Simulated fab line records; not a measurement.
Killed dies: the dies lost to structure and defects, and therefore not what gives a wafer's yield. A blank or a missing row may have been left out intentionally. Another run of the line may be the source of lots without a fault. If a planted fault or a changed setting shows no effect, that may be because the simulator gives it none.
fab line records | flow nand-harc
record lots=8 wafers=24 last-day=23
route steps=1159 shown P_M1@308 P_M2@332
lots that met no fault: from a run of the same line without faults
start-h: hours from the record's opening day to when the first of the lot's shown wafers began | wait-h: time in hours since the lot's previous step | " unchanged from the row above | L1.1+2: a single row standing in for several wafers | - either no value or no given start | * or withheld: withheld | < > ~ a bound
route shown NAME@n: a module of which the file shows steps, and the number in the route of the first | usual: mean/standard deviation of fault-free wafers | same: alike in all rows | chamber/n: place in a boat | sites: readings site by site | _std_site: how widely they spread, as a standard deviation | _edge_site: inner sites' mean taken away from outer sites' mean | radius-mm: how far each site lies from the wafer's centre | mask NAME#n: copy n | behind: tool/chamber where the wafer was last shaped | hold: the reason the lot was held/the length of the hold in hours/how it ended | device: transistor that didn't switch, given as n, p or np | end of line: at the end of the route, the tests of the same wafers | where a step has no rows: the recipe by itself | killed: dies that structure and defects cost at the first sort, which is not the same as the wafer's yield | map: a wafer's dies, marking killed ones x, the rest . and places with no die _
set.NAME: the setting the step ran with; set.NAME@STEP: the setting that earlier step ran with | model.NAME: the simulator's own value behind a step, which no gauge read
the route's steps for a sample of lots (tables are steps, rows are wafers)
services: the hour from which a tool's chamber was out of use, counted from the record's first day as start-h (under 0 if before that day), plus the number of hours and why
## steps
# step NHARC_P_M1_PVD_21
# recipe target-thk-a=300 chamber-pressure-pa=5 power-w=5000 substrate-temp-c=30 time-s=20.49 material=Cu
# usual substrate-temp-c=30.00/0.1 throttle-valve-pct=30.3/1.1
# columns lot.wafer tool chamber start-h wait-h substrate-temp-c throttle-valve-pct
L450.3 pvd-sputter-01 - - - 30.07 30.4
L450.2 " - " " 29.97 29.8
L450.4 " - " " 30.02 31.1
L451.4 pvd-sputter-01 - - - 30.02 30.5
L451.1 " - " " 29.86 30.7
L451.3 " - " " 29.87 29.8
L453.3 pvd-sputter-02 - - - 29.97 29.7
L453.1 " - " " 29.86 32.2
L453.5 " - " " 30.05 29.5
L452.3 pvd-sputter-03 - - - 29.87 30.3
L452.1 " - " " 30.01 30.6
L452.6 " - " " 29.86 30.4
L454.2 pvd-sputter-03 - - - 29.99 30.6
L454.6 " - " " 29.96 30.5
L454.5 " - " " 29.84 30.4
L455.1 pvd-sputter-02 - - - 29.92 29.7
L455.4 " - " " 29.82 32.3
L455.5 " - " " 29.95 29.4
L463.4 pvd-sputter-01 - - - 30.13 29.4
L463.3 " - " " 30.01 30.8
L463.2 " - " " 29.93 30.0
L465.3 pvd-sputter-03 - - - 29.86 30.7
L465.4 " - " " 29.90 30.5
L465.5 " - " " 29.97 30.8
# step NHARC_P_M1_INSPECT_27
# usual raw-defect-count=316/110
# columns lot.wafer tool chamber start-h wait-h raw-defect-count
L450.2 defect-inspect-01 - 122.91 0.0 559
L450.3 " - " " 260
L450.4 " - " " 593
L451.1 defect-inspect-01 - 138.97 0.0 253
L451.3 " - " " 251
L451.4 " - " " 394
L453.1 defect-inspect-02 - 141.42 0.0 333
L453.3 " - " " 159
L453.5 " - " " 195
L452.1 defect-inspect-02 - 141.70 0.0 314
L452.3 " - " " 273
L452.6 " - " " 337
L454.2 defect-inspect-02 - 148.00 0.0 268
L454.5 " - " " 280
L454.6 " - " " 255
L455.1 defect-inspect-02 - 149.00 0.0 144
L455.4 " - " " 381
L455.5 " - " " 251
L463.2 defect-inspect-02 - 214.47 0.0 186
L463.3 " - " " 308
L463.4 " - " " 350
L465.3 defect-inspect-01 - 221.52 0.0 466
L465.4 " - " " 208
L465.5 " - " " 348
# step NHARC_P_M1_PRE_CLEAN_32
# recipe time-s=12 temp-c=370 rf-power-w=300 gas=NH3
# usual heater-power-w=616/86 rf-fwd-power-W=292.6/0.9
# columns lot.wafer tool chamber start-h wait-h heater-power-w rf-fwd-power-W
L450.3 pecvd-01 0 122.98 0.1 558 294.2
L450.2 " 2 " " 660 292.9
L450.4 " 0 " " 548 291.7
L451.3 pecvd-02 0 139.06 0.1 636 293.0
L451.1 " 1 " " 559 292.2
L451.4 " 0 " " 607 292.7
L453.3 pecvd-03 1 141.49 0.1 733 294.0
L453.1 " 2 " " 583 293.4
L453.5 " 0 " " 613 292.0
L452.1 pecvd-03 2 141.84 0.1 581 290.4
L452.3 " 0 " " 547 292.3
L452.6 " 0 " " 553 293.8
L454.2 pecvd-03 0 148.09 0.1 638 293.1
L454.6 " 1 " " 744 294.0
L454.5 " 0 " " 639 293.3
L455.1 pecvd-03 0 149.08 0.1 548 293.6
L455.5 " 2 " " 565 291.4
L455.4 " 1 " " 783 291.4
L463.3 pecvd-03 1 214.54 0.1 684 293.1
L463.2 " 0 " " 645 291.1
L463.4 " 1 " " 705 293.9
L465.3 pecvd-01 1 221.61 0.1 552 293.4
L465.5 " 2 " " 621 294.1
L465.4 " 1 " " 568 293.3
# step NHARC_P_M2_ETCH_35
# recipe target-depth-a=400 overetch-a=120 time-s=43.94 ion-energy-ev=200 n2-flow-sccm=150 h2-flow-sccm=150 ar-flow-sccm=0 rf-w=400 bias-w=150 chemistry=N2/H2
# usual drypump-motor-current-A=5.6/0.56 oes-product-au=1.002/0.013 rf-fwd-power-W=395.4/1.7 rf-vpp-V=432/3.2 showerhead-plenum-p-Torr=2.09/0.11 throttle-valve-pct=14.171/0.0086
# columns lot.wafer tool chamber start-h wait-h drypump-motor-current-A oes-product-au rf-fwd-power-W rf-hours-counter-h rf-vpp-V showerhead-plenum-p-Torr throttle-valve-pct
L450.4 rie-diel-02 3 124.58 0.1 5.2 0.997 393.9 6 436 2.20 14.169
L450.2 " 0 " " 5.0 0.997 398.4 6 429 1.96 14.157
L450.3 " 2 " " 5.7 1.024 396.2 5 436 2.21 14.157
L451.4 rie-diel-02 1 140.65 0.1 6.6 1.021 395.7 6 433 2.11 14.160
L451.1 " 2 " " 5.7 0.998 396.8 6 435 2.21 14.172
L451.3 " 3 " " 5.3 0.989 397.4 6 435 2.20 14.160
L453.3 rie-diel-02 2 143.18 0.1 5.7 1.007 396.3 6 437 2.21 14.157
L453.1 " 0 " " 5.1 1.002 395.4 6 430 1.96 14.179
L453.5 " 2 " " 5.7 1.016 395.8 - 435 2.21 14.171
L452.1 rie-diel-05 1 143.50 0.1 5.4 0.996 392.3 28 428 1.98 14.171
L452.3 " 3 " " 5.5 0.997 394.7 20 429 1.97 14.148
L452.6 " 1 " " 5.4 0.997 394.0 - 429 1.98 14.175
L454.2 rie-diel-02 0 149.67 0.1 5.1 1.004 393.4 7 428 1.96 14.163
L454.5 " 3 " " 5.2 0.999 394.6 - 435 2.20 14.175
L454.6 " 0 " " 5.1 1.012 397.2 - 428 1.96 14.171
L455.1 rie-diel-02 0 150.54 0.1 5.0 1.002 395.4 7 428 1.96 14.176
L455.4 " 2 " " 5.7 1.015 395.6 6 435 2.21 14.165
L455.5 " 1 " " 6.6 1.017 394.2 - 431 2.11 14.174
L463.3 rie-diel-02 3 216.14 0.1 5.3 0.987 397.2 1 435 2.20 14.166
L463.2 " 0 " " 5.0 0.838 395.4 1 429 1.96 14.172
L463.4 " 1 " " 6.6 1.010 392.6 1 432 2.11 14.175
L465.3 rie-diel-05 2 223.18 0.1 5.6 1.015 397.7 11 428 1.96 14.178
L465.4 " 0 " " 5.6 1.003 398.1 13 427 1.91 14.186
L465.5 " 2 " " 5.6 1.000 396.5 - 428 1.96 14.174
## services
# columns tool chamber start-h hours kind
pvd-sputter-01 - 99.53 1.9 repair
pvd-sputter-03 - 102.04 10.0 pm
rie-diel-02 0 105.27 - clean
rie-diel-02 1 105.27 - clean
rie-diel-02 2 105.27 - clean
rie-diel-02 3 105.27 - clean
pecvd-03 - 111.74 1.0 repair
pecvd-03 - 112.75 13.0 pm
pvd-sputter-01 - 115.44 0.8 repair
rie-diel-05 3 119.35 19.2 repair
pvd-sputter-03 - 125.88 5.1 repair
rie-diel-02 0 129.77 - clean
rie-diel-02 1 129.77 - clean
rie-diel-02 2 129.77 - clean
rie-diel-02 - 150.70 9.0 pm
pecvd-02 - 153.02 13.0 pm
pvd-sputter-01 - 158.01 10.0 pm
rie-diel-05 - 164.53 9.0 pm
pecvd-02 2 166.70 16.5 repair
rie-diel-05 3 193.54 2.9 repair
pvd-sputter-03 - 198.68 17.0 repair
pecvd-01 2 205.87 15.4 repair
pvd-sputter-02 - 214.00 10.0 pm
rie-diel-02 - 220.32 0.4 repair
## key
first-sign step=NHARC_P_M2_ETCH_35 reading=oes-product-au direction=down sigmas=12 usual=1.002 struck=0.838
effect none on later readings
met-at NHARC_P_M2_ETCH_35
struck-lots L463
struck-wafers L463.2
not-acting-at NHARC_P_M1_PVD_21,NHARC_P_M1_INSPECT_27,NHARC_P_M1_PRE_CLEAN_32
onset-between 150.54 216.14
fault kind=process-parameter-drift tool=rie-diel-02 chamber=0 onset-h=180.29 steps=NHARC_P_M2_ETCH_35 channel=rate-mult offset=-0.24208 shape=step end-h=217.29
